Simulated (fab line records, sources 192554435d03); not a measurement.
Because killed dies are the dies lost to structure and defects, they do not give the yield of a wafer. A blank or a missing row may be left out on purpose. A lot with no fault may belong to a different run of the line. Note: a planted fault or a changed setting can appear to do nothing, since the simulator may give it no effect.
Chamber matching | flow n5-finfet | N5_PMOS_HMC_CHANNEL_EPI_ETCH_38 on rie-si-03 has 3 sister chambers
The step etches SiO2 in CF4, target depth 1.5 nm. 6 wafers are shown with their chamber, then 7 later ones without.

## WAFERS PAIRED WITH THEIR CHAMBERS
wafer  | chamber | throttle-valve-pct (%) | drypump-motor-current-A (A)
L088.4 | 2       | 22.20                  | 5.4
L089.2 | 3       | 21.80                  | 4.9
L089.3 | 0       | 21.58                  | 6.3
L089.5 | 3       | 21.82                  | 4.9
L091.1 | 2       | 22.20                  | 5.5
L091.2 | 0       | 21.58                  | 6.3

## WAFERS MISSING THEIR CHAMBER
wafer  | throttle-valve-pct (%) | drypump-motor-current-A (A)
L091.3 | 21.80                  | 4.9
L093.2 | 22.20                  | 5.4
L093.4 | 21.82                  | 4.9
L094.1 | 22.19                  | 5.4
L094.5 | 21.81                  | 4.9
L094.6 | 21.57                  | 6.3
L097.4 | 21.81                  | 4.9

## EACH ONE'S CHAMBER
wafer  | from the rows above | in truth
L091.3 | 3                   | 3
L093.2 | 2                   | 2
L093.4 | 3                   | 3
L094.1 | 2                   | 2
L094.5 | 3                   | 3
L094.6 | 0                   | 0
L097.4 | 3                   | 3
Correctly placed: 7 of 7. Number that these rows cannot place: 0. Number placed wrongly: 0.
How it was worked out, from the rows above alone: a wafer's distance from a chamber is the root of the sum, over the readings, of the square of ((its reading less the chamber's mean) divided by the reading's scatter). If the next closest chamber is less than 2 further off than the closest, the wafer can't be placed; otherwise it belongs to the closest. Each chamber's mean is taken over the wafers shown for it. How the scatter is found: for the shown wafers, subtract from each reading the mean of its chamber, square and add these, divide the total by (wafers less chambers), then take the root.
